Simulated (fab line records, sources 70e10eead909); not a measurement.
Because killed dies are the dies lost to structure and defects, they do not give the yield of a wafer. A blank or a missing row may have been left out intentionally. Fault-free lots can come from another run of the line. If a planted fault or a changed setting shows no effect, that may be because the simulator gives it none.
Chamber matching	flow nand harc	rie diel-03 running NHARC_A_STAIRCASE_TRIM_12: 4 sister chambers
The step chemistry O2, time 211.2 s. 18 wafers are shown with their chamber, then 9 later ones without.

WAFERS WITH THEIR CHAMBER
wafer	chamber	showerhead plenum p Torr (Torr)	rf vpp V (V)	oes product au (a.u.)
L074.3	3	3.29	57.4	1.013
L074.4	1	3.37	57.0	1.001
L074.5	1	3.37	57.0	1.004
L076.1	1	3.37	57.2	1.008
L076.3	2	3.74	57.9	1.005
L076.5	3	3.29	57.7	1.015
L079.1	0	3.41	57.5	0.996
L079.3	2	3.74	59.0	0.988
L079.6	0	3.41	58.3	0.996
L080.3	3	3.28	57.1	1.003
L080.5	3	3.28	58.1	1.010
L080.6	1	3.36	56.4	1.007
L081.1	3	3.28	58.7	1.015
L081.4	2	3.73	58.4	1.013
L081.6	3	3.28	58.3	1.003
L088.3	2	3.72	58.1	1.001
L088.4	0	3.39	56.8	1.008
L088.5	3	3.80	58.2	1.007

SIGNATURES (averages over the wafers above)
reading	chamber 0	chamber 1	chamber 2	chamber 3	scatter within a chamber
showerhead plenum p Torr	3.4033	3.3675	3.7325	3.3571	0.128
rf vpp V	57.533	56.900	58.350	57.929	0.537
oes product au	1.00000	1.00500	1.00175	1.00943	0.00664
Rule: for a wafer and a chamber, the distance is found by dividing, reading by reading, the gap between the wafer's reading and the chamber's mean by the reading's scatter, squaring, summing and taking the root. The wafer belongs to the nearest chamber; if the next one is less than 2 further off, it can't be placed. The scatter: take each reading less its chamber's mean, square it, sum over the shown wafers, divide by the number of wafers less the number of chambers, and take the root.

WAFERS WITH NO CHAMBER GIVEN
wafer	showerhead plenum p Torr (Torr)	rf vpp V (V)	oes product au (a.u.)
L091.1	3.80	57.6	1.004
L091.5	3.39	59.3	1.001
L091.6	3.35	57.9	1.011
L093.2	3.79	58.2	1.003
L093.5	3.71	59.4	1.004
L093.6	3.79	58.3	0.995
L096.1	3.71	57.5	1.018
L096.3	3.38	57.6	1.000
L096.4	3.34	56.2	1.001

CHAMBER TAKEN BY EACH
wafer	from the rows above	in truth
L091.1	can't be placed: 2 or 0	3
L091.5	can't be placed: 3 or 2 or 0 or 1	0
L091.6	can't be placed: 3 or 0 or 1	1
L093.2	2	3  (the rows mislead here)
L093.5	can't be placed: 2 or 3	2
L093.6	2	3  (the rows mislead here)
L096.1	can't be placed: 2 or 3 or 1 or 0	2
L096.3	can't be placed: 0 or 1 or 3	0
L096.4	can't be placed: 1 or 0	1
0 of 9 placed correctly. Unplaceable from these rows: 7, with the true chamber sitting among the candidates in 6. 2 placed wrongly.
